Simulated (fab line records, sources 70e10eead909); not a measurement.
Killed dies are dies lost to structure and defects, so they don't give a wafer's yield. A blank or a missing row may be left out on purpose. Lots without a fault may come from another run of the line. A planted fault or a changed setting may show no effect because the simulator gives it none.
Chamber matching | flow nand_harc | NHARC_P_ZERO_WELL_DESCUM_26 on rie_diel-05: 4 sister chambers
The step chemistry O2, time 3 s. 8 wafers are shown with their chamber, then 8 later ones without.

WAFERS WITH THEIR CHAMBER
wafer  | chamber | drypump_motor_current_A (A) | showerhead_plenum_p_Torr (Torr)
L473.2 | 1       | 4.9                         | 1.98
L473.4 | 2       | 5.7                         | 1.81
L474.5 | 3       | 5.2                         | 1.99
L474.6 | 0       | 6.0                         | 1.83
L475.2 | 3       | 5.3                         | 1.99
L475.3 | 1       | 4.9                         | 1.98
L475.6 | 0       | 6.0                         | 1.83
L476.1 | 2       | 5.7                         | 1.80

WAFERS WITHOUT THEIR CHAMBER
wafer  | drypump_motor_current_A (A) | showerhead_plenum_p_Torr (Torr)
L476.4 | 5.7                         | 1.80
L476.5 | 4.9                         | 1.98
L478.3 | 4.9                         | 1.98
L478.5 | 5.3                         | 1.99
L478.6 | 5.7                         | 1.80
L481.2 | 6.0                         | 1.83
L481.3 | 5.0                         | 1.98
L481.5 | 5.7                         | 1.80

WHICH CHAMBER EACH WENT THROUGH
wafer  | from the rows above | in truth
L476.4 | 2                   | 2
L476.5 | 1                   | 1
L478.3 | 1                   | 1
L478.5 | 3                   | 3
L478.6 | 2                   | 2
L481.2 | 0                   | 0
L481.3 | 1                   | 1
L481.5 | 2                   | 2
Placed correctly: 8 of 8. Can't be placed from these rows: 0. Placed wrongly: 0.
How it was worked out, from the rows above alone: a wafer's distance from a chamber is the root of the sum, over the readings, of the square of ((its reading less the chamber's mean) divided by the reading's scatter). The wafer belongs to the nearest chamber; if the next one is less than 2 further off, it can't be placed. A chamber's mean is the mean of its shown wafers. The scatter: the root of (the sum of the squares of (reading less its chamber's mean) over the shown wafers, divided by (wafers less chambers)).
